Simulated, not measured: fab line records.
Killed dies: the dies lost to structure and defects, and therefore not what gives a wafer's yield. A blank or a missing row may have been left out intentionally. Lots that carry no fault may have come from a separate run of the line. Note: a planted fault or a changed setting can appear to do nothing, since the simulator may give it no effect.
Matching of chambers / flow nandHarc / 4 sister chambers for NHARC_A_ZERO_WELL_ETCH_19 on rieDiel-08
The step etches the open film in N2/H2, target depth 80 nm, overetch 24 nm, time 87.88 s. 22 wafers are shown with their chamber, then 11 later ones without.

## WAFERS, EACH WITH ITS CHAMBER
wafer=L824.2; chamber=1; drypumpMotorCurrentA (A)=5.52; rfVppV (V)=431.6; oesProductAu (a.u.)=0.994
wafer=L824.4; chamber=0; drypumpMotorCurrentA (A)=5.83; rfVppV (V)=432.9; oesProductAu (a.u.)=0.993
wafer=L824.6; chamber=1; drypumpMotorCurrentA (A)=5.52; rfVppV (V)=431.7; oesProductAu (a.u.)=0.988
wafer=L825.1; chamber=3; drypumpMotorCurrentA (A)=5.54; rfVppV (V)=429.7; oesProductAu (a.u.)=1.001
wafer=L825.3; chamber=2; drypumpMotorCurrentA (A)=5.72; rfVppV (V)=431.9; oesProductAu (a.u.)=0.991
wafer=L825.5; chamber=0; drypumpMotorCurrentA (A)=5.85; rfVppV (V)=431.8; oesProductAu (a.u.)=1.000
wafer=L827.3; chamber=3; drypumpMotorCurrentA (A)=5.49; rfVppV (V)=428.3; oesProductAu (a.u.)=1.005
wafer=L827.4; chamber=0; drypumpMotorCurrentA (A)=5.83; rfVppV (V)=433.3; oesProductAu (a.u.)=1.002
wafer=L827.5; chamber=3; drypumpMotorCurrentA (A)=5.52; rfVppV (V)=428.6; oesProductAu (a.u.)=1.001
wafer=L835.3; chamber=2; drypumpMotorCurrentA (A)=5.74; rfVppV (V)=431.2; oesProductAu (a.u.)=1.005
wafer=L835.5; chamber=0; drypumpMotorCurrentA (A)=5.84; rfVppV (V)=433.7; oesProductAu (a.u.)=0.995
wafer=L835.6; chamber=1; drypumpMotorCurrentA (A)=5.51; rfVppV (V)=432.0; oesProductAu (a.u.)=0.997
wafer=L832.4; chamber=1; drypumpMotorCurrentA (A)=5.50; rfVppV (V)=430.0; oesProductAu (a.u.)=1.006
wafer=L832.5; chamber=2; drypumpMotorCurrentA (A)=5.73; rfVppV (V)=433.0; oesProductAu (a.u.)=1.001
wafer=L832.6; chamber=3; drypumpMotorCurrentA (A)=5.49; rfVppV (V)=428.5; oesProductAu (a.u.)=1.002
wafer=L833.1; chamber=1; drypumpMotorCurrentA (A)=5.50; rfVppV (V)=431.7; oesProductAu (a.u.)=1.000
wafer=L833.2; chamber=3; drypumpMotorCurrentA (A)=5.51; rfVppV (V)=427.5; oesProductAu (a.u.)=0.990
wafer=L833.3; chamber=2; drypumpMotorCurrentA (A)=5.73; rfVppV (V)=433.2; oesProductAu (a.u.)=0.994
wafer=L834.1; chamber=3; drypumpMotorCurrentA (A)=5.52; rfVppV (V)=427.8; oesProductAu (a.u.)=1.001
wafer=L834.4; chamber=0; drypumpMotorCurrentA (A)=5.84; rfVppV (V)=431.5; oesProductAu (a.u.)=0.985
wafer=L834.6; chamber=2; drypumpMotorCurrentA (A)=5.71; rfVppV (V)=433.1; oesProductAu (a.u.)=0.995
wafer=L836.1; chamber=2; drypumpMotorCurrentA (A)=5.72; rfVppV (V)=431.3; oesProductAu (a.u.)=1.005

SIGNATURES (means of the wafers above)
reading=drypumpMotorCurrentA; chamber 0=5.8380; chamber 1=5.5100; chamber 2=5.7250; chamber 3=5.5117; scatter within a chamber=0.0132
reading=rfVppV; chamber 0=432.640; chamber 1=431.400; chamber 2=432.283; chamber 3=428.400; scatter within a chamber=0.863
reading=oesProductAu; chamber 0=0.99500; chamber 1=0.99700; chamber 2=0.99850; chamber 3=1.00000; scatter within a chamber=0.0061
Rule: for a wafer and a chamber, the distance is found by dividing, reading by reading, the gap between the wafer's reading and the chamber's mean by the reading's scatter, squaring, summing and taking the root. If the next closest chamber is less than 2 further off than the closest, the wafer can't be placed; otherwise it belongs to the closest. The scatter is the square root of a quotient: the sum, over the shown wafers, of each reading's squared deviation from its chamber's mean, divided by wafers minus chambers.

## WAFERS MISSING THEIR CHAMBER
wafer=L836.3; drypumpMotorCurrentA (A)=5.51; rfVppV (V)=428.0; oesProductAu (a.u.)=1.002
wafer=L836.6; drypumpMotorCurrentA (A)=5.52; rfVppV (V)=431.1; oesProductAu (a.u.)=1.000
wafer=L840.1; drypumpMotorCurrentA (A)=5.72; rfVppV (V)=431.2; oesProductAu (a.u.)=1.006
wafer=L840.2; drypumpMotorCurrentA (A)=5.52; rfVppV (V)=431.7; oesProductAu (a.u.)=0.992
wafer=L840.6; drypumpMotorCurrentA (A)=5.84; rfVppV (V)=432.3; oesProductAu (a.u.)=0.999
wafer=L839.2; drypumpMotorCurrentA (A)=5.75; rfVppV (V)=432.1; oesProductAu (a.u.)=0.997
wafer=L839.5; drypumpMotorCurrentA (A)=5.84; rfVppV (V)=430.8; oesProductAu (a.u.)=0.991
wafer=L839.6; drypumpMotorCurrentA (A)=5.51; rfVppV (V)=431.3; oesProductAu (a.u.)=0.984
wafer=L844.1; drypumpMotorCurrentA (A)=5.82; rfVppV (V)=430.7; oesProductAu (a.u.)=1.005
wafer=L844.4; drypumpMotorCurrentA (A)=5.71; rfVppV (V)=432.5; oesProductAu (a.u.)=1.007
wafer=L844.5; drypumpMotorCurrentA (A)=5.85; rfVppV (V)=432.5; oesProductAu (a.u.)=0.999

## WHICH CHAMBER EACH ONE RAN IN
wafer=L836.3; from the rows above=3; in truth=3
wafer=L836.6; from the rows above=1; in truth=1
wafer=L840.1; from the rows above=2; in truth=2
wafer=L840.2; from the rows above=1; in truth=1
wafer=L840.6; from the rows above=0; in truth=0
wafer=L839.2; from the rows above=2; in truth=2
wafer=L839.5; from the rows above=0; in truth=0
wafer=L839.6; from the rows above=1; in truth=1
wafer=L844.1; from the rows above=0; in truth=0
wafer=L844.4; from the rows above=2; in truth=2
wafer=L844.5; from the rows above=0; in truth=0
Correct placement for 11 of the 11. Not placeable from these rows: 0. Placed wrongly: 0.
